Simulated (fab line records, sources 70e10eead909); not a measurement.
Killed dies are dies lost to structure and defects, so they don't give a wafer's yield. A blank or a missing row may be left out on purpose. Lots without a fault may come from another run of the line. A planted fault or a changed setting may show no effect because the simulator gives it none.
Chamber matching | flow nand_harc | NHARC_P_GATE_DESCUM_61 on rie_diel-04: 4 sister chambers
The step chemistry O2, time 3 s. 8 wafers are shown with their chamber, then 8 later ones without.

WAFERS WITH THEIR CHAMBER
wafer  | chamber | drypump_motor_current_A (A) | oes_product_au (a.u.)
L567.5 | 3       | 5.3                         | 0.980
L571.2 | 2       | 5.8                         | 0.999
L572.5 | 0       | 5.4                         | 1.005
L572.6 | 3       | 5.2                         | 0.993
L574.4 | 1       | 5.0                         | 0.981
L574.5 | 1       | 5.0                         | 0.988
L574.6 | 0       | 5.4                         | 1.005
L578.1 | 2       | 5.8                         | 0.983

WAFERS WITHOUT THEIR CHAMBER
wafer  | drypump_motor_current_A (A) | oes_product_au (a.u.)
L578.2 | 5.0                         | 0.994
L578.6 | 5.8                         | 0.983
L588.1 | 5.4                         | 1.007
L588.4 | 5.8                         | 0.998
L588.5 | 5.3                         | 0.977
L589.2 | 5.4                         | 1.019
L589.3 | 5.8                         | 0.999
L589.6 | 5.3                         | 1.019

WHICH CHAMBER EACH WENT THROUGH
wafer  | from the rows above     | in truth
L578.2 | 1                       | 1
L578.6 | 2                       | 2
L588.1 | 0                       | 0
L588.4 | 2                       | 2
L588.5 | 3                       | 3
L589.2 | 0                       | 0
L589.3 | 2                       | 2
L589.6 | can't be placed: 0 or 3 | 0
Placed correctly: 7 of 8. Can't be placed from these rows: 1 (the true chamber is among the candidates in 1). Placed wrongly: 0.
How it was worked out, from the rows above alone: a wafer's distance from a chamber is the root of the sum, over the readings, of the square of ((its reading less the chamber's mean) divided by the reading's scatter). The wafer belongs to the nearest chamber; if the next one is less than 2 further off, it can't be placed. A chamber's mean is the mean of its shown wafers. The scatter: the root of (the sum of the squares of (reading less its chamber's mean) over the shown wafers, divided by (wafers less chambers)).
